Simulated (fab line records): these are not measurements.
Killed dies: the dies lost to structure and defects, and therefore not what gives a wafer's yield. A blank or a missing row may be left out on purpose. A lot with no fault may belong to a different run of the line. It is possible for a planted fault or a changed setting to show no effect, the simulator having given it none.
Chamber matching :: flow n5-finfet :: N5_FIN_SAQP_ETCH_34 on rie-diel-03 has 4 sister chambers
The step etches SiO2 in C4F6/O2, target depth 45 nm, time 15 s. 4 wafers are shown with their chamber, then 9 later ones without.

== WAFERS, EACH WITH ITS CHAMBER ==
wafer: L089.6
chamber: 3
drypump-motor-current-A (A): 6.3

wafer: L090.1
chamber: 2
drypump-motor-current-A (A): 6.6

wafer: L090.4
chamber: 1
drypump-motor-current-A (A): 5.2

wafer: L090.6
chamber: 0
drypump-motor-current-A (A): 5.8

== WAFERS MISSING THEIR CHAMBER ==
wafer: L092.1
drypump-motor-current-A (A): 6.6

wafer: L092.2
drypump-motor-current-A (A): 5.1

wafer: L092.4
drypump-motor-current-A (A): 5.8

wafer: L094.4
drypump-motor-current-A (A): 6.3

wafer: L094.5
drypump-motor-current-A (A): 5.8

wafer: L094.6
drypump-motor-current-A (A): 6.3

wafer: L097.1
drypump-motor-current-A (A): 5.8

wafer: L097.2
drypump-motor-current-A (A): 6.6

wafer: L097.6
drypump-motor-current-A (A): 5.2

== CHAMBER TAKEN BY EACH ==
wafer: L092.1
from the rows above: 2
in truth: 2

wafer: L092.2
from the rows above: 1
in truth: 1

wafer: L092.4
from the rows above: 0
in truth: 0

wafer: L094.4
from the rows above: 3
in truth: 3

wafer: L094.5
from the rows above: 0
in truth: 0

wafer: L094.6
from the rows above: 3
in truth: 3

wafer: L097.1
from the rows above: 0
in truth: 0

wafer: L097.2
from the rows above: 2
in truth: 2

wafer: L097.6
from the rows above: 1
in truth: 1
9 of 9 placed correctly. Not placeable from these rows: 0. 0 placed wrongly.
How it was worked out, from the rows above alone: a wafer's distance from a chamber is the root of the sum, over the readings, of the square of ((its reading less the chamber's mean) divided by the reading's scatter). The wafer belongs to the nearest chamber; if the next one is less than 2 further off, it can't be placed. A chamber's mean is the mean of its shown wafers. The scatter: with one shown wafer a chamber, the root of the mean of the squares of how far each hidden wafer lies from its nearest shown one.
